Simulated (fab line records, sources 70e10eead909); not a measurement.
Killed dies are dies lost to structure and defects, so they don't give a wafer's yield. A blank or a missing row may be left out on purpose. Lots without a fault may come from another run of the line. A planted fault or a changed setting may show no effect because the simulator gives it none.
Which tool did it? | flow nand_harc | 24 lots, 72 wafers sampled, at 5 steps of a route of 1302

WHAT THE GAUGES READ, wafer by wafer
NHARC_A_CONTACT_INSPECT_44. Usual: raw_defect_count 86, standard deviation 33.
lot  | measured     | on                | raw_defect_count | flag
L074 | day 21 16:22 | defect_inspect-01 | 66 57 48         |
L075 | day 22 02:49 | defect_inspect-01 | 150 136 168      |
L076 | day 22 02:41 | defect_inspect-01 | 121 114 104      |
L077 | day 23 07:44 | defect_inspect-01 | 71 70 82         |
L080 | day 23 10:53 | defect_inspect-02 | 57 60 68         |
L078 | day 24 03:23 | defect_inspect-02 | 66 78 80         |
L082 | day 24 10:05 | defect_inspect-02 | 124 148 146      |
L079 | day 24 07:43 | defect_inspect-02 | 60 72 80         |
L081 | day 24 16:08 | defect_inspect-01 | 119 142 122      |
L083 | day 25 07:04 | defect_inspect-01 | 68 69 70         |
L084 | day 25 19:53 | defect_inspect-01 | 9 12 16          |
L085 | day 26 08:20 | defect_inspect-02 | 78 85 94         |
L086 | day 26 19:41 | defect_inspect-02 | 84 107 85        |
L087 | day 26 22:57 | defect_inspect-01 | 55 60 54         |
L089 | day 27 07:59 | defect_inspect-02 | 142 147 147      |
L090 | day 27 23:47 | defect_inspect-01 | 110 119 112      |
L088 | day 28 08:37 | defect_inspect-01 | 107 92 103       |
L091 | day 29 01:03 | defect_inspect-01 | 105 113 96       |
L092 | day 29 01:13 | defect_inspect-01 | 78 91 76         |
L093 | day 29 17:47 | defect_inspect-01 | 84 90 65         |
L094 | day 29 21:31 | defect_inspect-02 | 50 62 77         |
L096 | day 30 19:02 | defect_inspect-02 | 78 87 83         |
L095 | day 30 19:36 | defect_inspect-01 | 40 48 48         |
L097 | day 31 00:10 | defect_inspect-01 | 79 61 58         |

WHICH TOOL RAN EACH LOT (tool, then ch and the chambers of the sampled wafers, then the start)
lot  | NHARC_A_SGD_CUT_CMP_21        | NHARC_A_SLIT_DEP_23             | NHARC_A_SLIT_ETCH_15                          | NHARC_A_CONTACT_DEP_28
L074 | cmp-01 ch 0,2,3, day 19 12:33 | pecvd-01 ch 0,1,2, day 19 21:15 | rie_diel-11 ch 2,3, day 21 11:17 or earlier   | acl_dep-02 ch 0, day 21 11:17
L075 | cmp-01 ch 0,1,3, day 20 04:48 | pecvd-04 ch 1,2, day 20 09:47   | rie_diel-11 ch 0,1,2, day 21 22:25 or earlier | acl_dep-02 ch 0, day 21 22:25
L076 | cmp-02 ch 1,2,3, day 20 04:53 | pecvd-01 ch 0,1,2, day 20 10:11 | rie_diel-04 ch 1,2,3, day 21 21:35 or earlier | acl_dep-03 ch 0, day 21 21:35
L077 | cmp-03 ch 0,2,3, day 21 12:52 | pecvd-04 ch 0,1,2, day 21 17:49 | rie_diel-03 ch 0,2,3, day 23 02:47 or earlier | acl_dep-03 ch 0, day 23 02:47
L080 | cmp-03 ch 0,2, day 21 13:01   | pecvd-04 ch 0,1, day 21 19:20   | rie_diel-04 ch 0,1,3, day 23 05:53 or earlier | acl_dep-02 ch 0, day 23 05:53
L078 | cmp-03 ch 0,3, day 22 01:40   | pecvd-01 ch 0,1,2, day 22 07:55 | rie_diel-03 ch 0,2, day 23 23:09 or earlier   | acl_dep-03 ch 0, day 23 23:09
L082 | cmp-02 ch 0,2,3, day 22 10:02 | pecvd-04 ch 0,1,2, day 22 15:12 | rie_diel-11 ch 0,1,2, day 24 05:05 or earlier | acl_dep-02 ch 0, day 24 05:05
L079 | cmp-03 ch 0,3, day 22 10:02   | pecvd-04 ch 0,2, day 22 16:34   | rie_diel-03 ch 0,1, day 24 04:02 or earlier   | acl_dep-03 ch 0, day 24 04:02
L081 | cmp-01 ch 0,2,3, day 22 10:02 | pecvd-02 ch 1, day 22 17:45     | rie_diel-11 ch 0,3, day 24 11:45 or earlier   | acl_dep-03 ch 0, day 24 11:45
L083 | cmp-02 ch 0,2,3, day 23 07:56 | pecvd-01 ch 0,1,2, day 23 13:13 | rie_diel-11 ch 0,1,3, day 25 01:55 or earlier | acl_dep-03 ch 0, day 25 01:55
L084 | cmp-03 ch 1,2,3, day 23 19:48 | pecvd-01 ch 0,1,2, day 24 03:01 | rie_diel-04 ch 0,2, day 25 14:41 or earlier   | acl_dep-02 ch 0, day 25 14:41
L085 | cmp-01 ch 0,2,3, day 24 06:43 | pecvd-04 ch 0,1, day 24 18:32   | rie_diel-04 ch 0,1, day 26 04:03 or earlier   | acl_dep-03 ch 0, day 26 04:03
L086 | cmp-02 ch 0,1,3, day 24 16:11 | pecvd-01 ch 0,1, day 25 03:22   | rie_diel-04 ch 0,1,3, day 26 14:37 or earlier | acl_dep-03 ch 0, day 26 14:37
L087 | cmp-01 ch 0,1,2, day 24 16:12 | pecvd-02 ch 0,2, day 25 03:26   | rie_diel-11 ch 0,1,3, day 26 17:59 or earlier | acl_dep-01 ch 0, day 26 17:59
L089 | cmp-03 ch 0,1, day 25 13:39   | pecvd-01 ch 0,1,2, day 25 18:36 | rie_diel-03 ch 0,1,2, day 27 04:17 or earlier | acl_dep-01 ch 0, day 27 04:17
L090 | cmp-02 ch 0,1,2, day 26 04:40 | pecvd-04 ch 0,1,2, day 26 09:35 | rie_diel-03 ch 0,1,2, day 27 18:38 or earlier | acl_dep-01 ch 0, day 27 18:38
L088 | cmp-03 ch 0,1,3, day 26 10:51 | pecvd-04 ch 0,1,2, day 26 18:03 | rie_diel-03 ch 0,1,3, day 28 03:28 or earlier | acl_dep-01 ch 0, day 28 03:28
L091 | cmp-01 ch 0,1,3, day 27 02:46 | pecvd-02 ch 0,1,2, day 27 08:45 | rie_diel-11 ch 0,1, day 28 22:04 or earlier   | acl_dep-02 ch 0, day 28 22:04
L092 | cmp-03 ch 0,1,2, day 27 02:50 | pecvd-02 ch 0,1,2, day 27 09:48 | rie_diel-04 ch 1,2, day 28 22:05 or earlier   | acl_dep-01 ch 0, day 28 22:05
L093 | cmp-02 ch 1,2, day 27 20:43   | pecvd-02 ch 0,1,2, day 28 01:38 | rie_diel-03 ch 0,1,3, day 29 12:43 or earlier | acl_dep-03 ch 0, day 29 12:43
L094 | cmp-01 ch 0,2,3, day 27 20:44 | pecvd-01 ch 0,1,2, day 28 01:39 | rie_diel-11 ch 0,2,3, day 29 16:20 or earlier | acl_dep-02 ch 0, day 29 16:20
L096 | cmp-01 ch 0,1,3, day 28 13:10 | pecvd-02 ch 0,1,2, day 28 20:01 | rie_diel-04 ch 0,1,3, day 30 13:54 or earlier | acl_dep-02 ch 0, day 30 13:54
L095 | cmp-02 ch 1,2,3, day 28 13:10 | pecvd-01 ch 0,1,2, day 28 19:59 | rie_diel-11 ch 1,2, day 30 14:34 or earlier   | acl_dep-03 ch 0, day 30 14:34
L097 | cmp-01 ch 0,2,3, day 29 03:16 | pecvd-02 ch 0,2, day 29 09:24   | rie_diel-04 ch 0,1,3, day 30 19:13 or earlier | acl_dep-03 ch 0, day 30 19:13
- NHARC_A_SGD_CUT_CMP_21: polishes, target thk 148.19 nm.
- NHARC_A_SLIT_DEP_23: deposits SiON, target thk 100 nm.
- NHARC_A_SLIT_ETCH_15: etches the open film in O2/COS, target depth 6200 nm, time 1612 s.
- NHARC_A_CONTACT_DEP_28: deposits aC, target thk 7000 nm.

WHAT THE TOOLS THEMSELVES READ (means of the sampled wafers that have a number; where no wafer has one, the mark that the record gives instead)
NHARC_A_SGD_CUT_CMP_21. Usual: motor_current_A 12.2 A, standard deviation 1.2; time_to_endpoint_s 50 s, standard deviation 3.9.
lot  | tool   | motor_current_A (A) | time_to_endpoint_s (s) | flag
L074 | cmp-01 | 11.6                | 51                     |
L075 | cmp-01 | 11.1                | 53                     |
L076 | cmp-02 | 12.3                | 51                     |
L077 | cmp-03 | 12.0                | 50                     |
L080 | cmp-03 | 12.6                | 46                     |
L078 | cmp-03 | 12.6                | 45                     |
L082 | cmp-02 | 11.5                | 49                     |
L079 | cmp-03 | 12.9                | 46                     |
L081 | cmp-01 | 11.4                | 52                     |
L083 | cmp-02 | 12.0                | 53                     |
L084 | cmp-03 | 11.9                | 47                     |
L085 | cmp-01 | 11.4                | 50                     |
L086 | cmp-02 | 12.2                | 50                     |
L087 | cmp-01 | 12.3                | 50                     |
L089 | cmp-03 | 13.6                | 45                     |
L090 | cmp-02 | 12.1                | 52                     |
L088 | cmp-03 | 13.2                | 49                     |
L091 | cmp-01 | 11.5                | 50                     |
L092 | cmp-03 | 13.0                | 51                     |
L093 | cmp-02 | 12.2                | 53                     |
L094 | cmp-01 | 11.4                | 48                     |
L096 | cmp-01 | 11.4                | 51                     |
L095 | cmp-02 | 12.3                | 50                     |
L097 | cmp-01 | 11.4                | 52                     |

NHARC_A_SLIT_DEP_23. Usual: heater_power_w 727 W, standard deviation 120.
lot  | tool     | heater_power_w (W) | flag
L074 | pecvd-01 | 793                |
L075 | pecvd-04 | 651                |
L076 | pecvd-01 | 818                |
L077 | pecvd-04 | 693                |
L080 | pecvd-04 | 689                |
L078 | pecvd-01 | 775                |
L082 | pecvd-04 | 733                |
L079 | pecvd-04 | 738                |
L081 | pecvd-02 | 649                |
L083 | pecvd-01 | 771                |
L084 | pecvd-01 | 796                |
L085 | pecvd-04 | 783                |
L086 | pecvd-01 | 661                |
L087 | pecvd-02 | 817                |
L089 | pecvd-01 | 774                |
L090 | pecvd-04 | 720                |
L088 | pecvd-04 | 682                |
L091 | pecvd-02 | 683                |
L092 | pecvd-02 | 687                |
L093 | pecvd-02 | 709                |
L094 | pecvd-01 | 746                |
L096 | pecvd-02 | 723                |
L095 | pecvd-01 | 759                |
L097 | pecvd-02 | 667                |

NHARC_A_SLIT_ETCH_15. Usual: cos_flow_sccm 20.00 sccm, standard deviation 0.058; drypump_motor_current_A 5.6 A, standard deviation 0.54; oes_product_au 1.002 a.u., standard deviation 0.014; rf_vpp_V 315.7 V, standard deviation 1.8; showerhead_plenum_p_Torr 3.23 Torr, standard deviation 0.11; throttle_valve_pct 28.330 %, standard deviation 0.01.
lot  | tool        | cos_flow_sccm (sccm) | drypump_motor_current_A (A) | oes_product_au (a.u.) | rf_vpp_V (V) | showerhead_plenum_p_Torr (Torr) | throttle_valve_pct (%) | flag
L074 | rie_diel-11 | 20.05                | 5.9                         | 1.014                 | 315.3        | 3.22                            | 28.323                 |
L075 | rie_diel-11 | 19.94                | 5.7                         | 0.986                 | 314.9        | 3.14                            | 28.329                 |
L076 | rie_diel-04 | 19.99                | 5.6                         | 1.019                 | 316.9        | 3.31                            | 28.324                 |
L077 | rie_diel-03 | 19.96                | 5.4                         | 1.008                 | 315.3        | 3.28                            | 28.337                 |
L080 | rie_diel-04 | 19.97                | 5.4                         | 1.004                 | 316.8        | 3.32                            | 28.323                 |
L078 | rie_diel-03 | 19.99                | 5.4                         | 1.007                 | 316.5        | 3.25                            | 28.333                 |
L082 | rie_diel-11 | 20.05                | 5.7                         | 0.984                 | 314.3        | 3.13                            | 28.341                 |
L079 | rie_diel-03 | 19.96                | 5.9                         | 0.989                 | 313.3        | 3.07                            | 28.335                 |
L081 | rie_diel-11 | 20.03                | 5.6                         | 1.014                 | 315.6        | 3.20                            | 28.330                 |
L083 | rie_diel-11 | 20.03                | 5.3                         | 0.987                 | 316.2        | 3.22                            | 28.325                 |
L084 | rie_diel-04 | 19.97                | 5.7                         | 1.012                 | 316.7        | 3.31                            | 28.335                 |
L085 | rie_diel-04 | 19.93                | 5.2                         | 1.004                 | 317.7        | 3.33                            | 28.334                 |
L086 | rie_diel-04 | 19.99                | 5.5                         | 1.010                 | 316.4        | 3.32                            | 28.336                 |
L087 | rie_diel-11 | 19.96                | 5.3                         | 0.999                 | 314.5        | 3.22                            | 28.329                 |
L089 | rie_diel-03 | 20.01                | 5.6                         | 0.990                 | 314.2        | 3.16                            | 28.334                 |
L090 | rie_diel-03 | 19.97                | 5.6                         | 1.004                 | 315.5        | 3.16                            | 28.328                 |
L088 | rie_diel-03 | 19.97                | 5.7                         | 1.006                 | 315.7        | 3.19                            | 28.338                 |
L091 | rie_diel-11 | 20.00                | 5.1                         | 0.986                 | 315.6        | 3.19                            | 28.325                 |
L092 | rie_diel-04 | 19.96                | 5.1                         | 1.016                 | 315.5        | 3.31                            | 28.335                 |
L093 | rie_diel-03 | 19.99                | 5.7                         | 1.004                 | 315.0        | 3.18                            | 28.329                 |
L094 | rie_diel-11 | 19.99                | 5.9                         | 1.008                 | 315.4        | 3.17                            | 28.339                 |
L096 | rie_diel-04 | 20.02                | 5.5                         | 1.004                 | 316.1        | 3.31                            | 28.335                 |
L095 | rie_diel-11 | 20.02                | 5.5                         | 0.979                 | 314.7        | 3.16                            | 28.331                 |
L097 | rie_diel-04 | 20.03                | 5.5                         | 1.005                 | 317.2        | 3.31                            | 28.327                 |

NHARC_A_CONTACT_DEP_28. Usual: throttle_valve_pct 35.001 %, standard deviation 0.0094.
lot  | tool       | throttle_valve_pct (%) | flag
L074 | acl_dep-02 | 35.000                 |
L075 | acl_dep-02 | 34.994                 |
L076 | acl_dep-03 | 35.000                 |
L077 | acl_dep-03 | 35.001                 |
L080 | acl_dep-02 | 35.001                 |
L078 | acl_dep-03 | 35.000                 |
L082 | acl_dep-02 | 34.995                 |
L079 | acl_dep-03 | 35.003                 |
L081 | acl_dep-03 | 34.999                 |
L083 | acl_dep-03 | 35.005                 |
L084 | acl_dep-02 | 35.008                 |
L085 | acl_dep-03 | 35.008                 |
L086 | acl_dep-03 | 34.998                 |
L087 | acl_dep-01 | 34.993                 |
L089 | acl_dep-01 | 34.997                 |
L090 | acl_dep-01 | 35.000                 |
L088 | acl_dep-01 | 35.004                 |
L091 | acl_dep-02 | 35.002                 |
L092 | acl_dep-01 | 35.005                 |
L093 | acl_dep-03 | 34.996                 |
L094 | acl_dep-02 | 34.995                 |
L096 | acl_dep-02 | 35.001                 |
L095 | acl_dep-03 | 35.011                 |
L097 | acl_dep-03 | 35.009                 |

THE ANSWER, worked out from the rows above alone
Rule: a lot is off if the mean of its wafers that have a number lies more than 3 standard deviations from the usual mean. A lot without any number at a reading at which 4 lots or more have one is off too. The other lots that the step has rows for count as sound. The gauges are gone through in route order, then the tools' own readings, and for those a lot's mean is taken as printed above. The first step at which some lot is off is used, and at that step the reading that is off furthest; a lot without a number counts as furthest.
No lot is off at any reading shown: from this, nothing can be told.

WHAT THE SIMULATOR HAD PUT IN
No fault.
